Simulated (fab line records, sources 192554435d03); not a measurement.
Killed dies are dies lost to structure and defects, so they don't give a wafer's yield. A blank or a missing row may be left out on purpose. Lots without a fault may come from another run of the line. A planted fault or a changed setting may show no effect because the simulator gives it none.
Chamber matching | flow n5_finfet | N5_SD_EPI_P_ETCH_37 on rie_diel-01: 4 sister chambers
The step etches SOC in N2/H2, overetch 108 nm, time 486 s. 8 wafers are shown with their chamber, then 12 later ones without.

WAFERS WITH THEIR CHAMBER
wafer  | chamber | drypump_motor_current_A (A) | showerhead_plenum_p_Torr (Torr)
L074.1 | 0       | 5.3                         | 2.58
L087.5 | 2       | 5.8                         | 2.52
L085.1 | 2       | 5.9                         | 2.52
L085.3 | 1       | 5.5                         | 2.64
L085.4 | 3       | 5.2                         | 2.51
L090.2 | 3       | 5.2                         | 2.51
L090.4 | 0       | 5.3                         | 2.57
L090.5 | 1       | 5.5                         | 2.64

WAFERS WITHOUT THEIR CHAMBER
wafer  | drypump_motor_current_A (A) | showerhead_plenum_p_Torr (Torr)
L093.1 | 5.2                         | 2.51
L093.3 | 5.8                         | 2.51
L093.4 | 5.3                         | 2.57
L094.2 | 5.3                         | 2.57
L094.3 | 5.5                         | 2.64
L094.5 | 5.2                         | 2.51
L095.4 | 5.9                         | 2.51
L095.5 | 5.9                         | 2.51
L095.6 | 5.5                         | 2.63
L096.4 | 5.9                         | 2.51
L096.5 | 5.5                         | 2.63
L096.6 | 5.3                         | 2.56

WHICH CHAMBER EACH WENT THROUGH
wafer  | from the rows above | in truth
L093.1 | 3                   | 3
L093.3 | 2                   | 2
L093.4 | 0                   | 0
L094.2 | 0                   | 0
L094.3 | 1                   | 1
L094.5 | 3                   | 3
L095.4 | 2                   | 2
L095.5 | 2                   | 2
L095.6 | 1                   | 1
L096.4 | 2                   | 2
L096.5 | 1                   | 1
L096.6 | 0                   | 0
Placed correctly: 12 of 12. Can't be placed from these rows: 0. Placed wrongly: 0.
How it was worked out, from the rows above alone: a wafer's distance from a chamber is the root of the sum, over the readings, of the square of ((its reading less the chamber's mean) divided by the reading's scatter). The wafer belongs to the nearest chamber; if the next one is less than 2 further off, it can't be placed. A chamber's mean is the mean of its shown wafers. The scatter: the root of (the sum of the squares of (reading less its chamber's mean) over the shown wafers, divided by (wafers less chambers)).
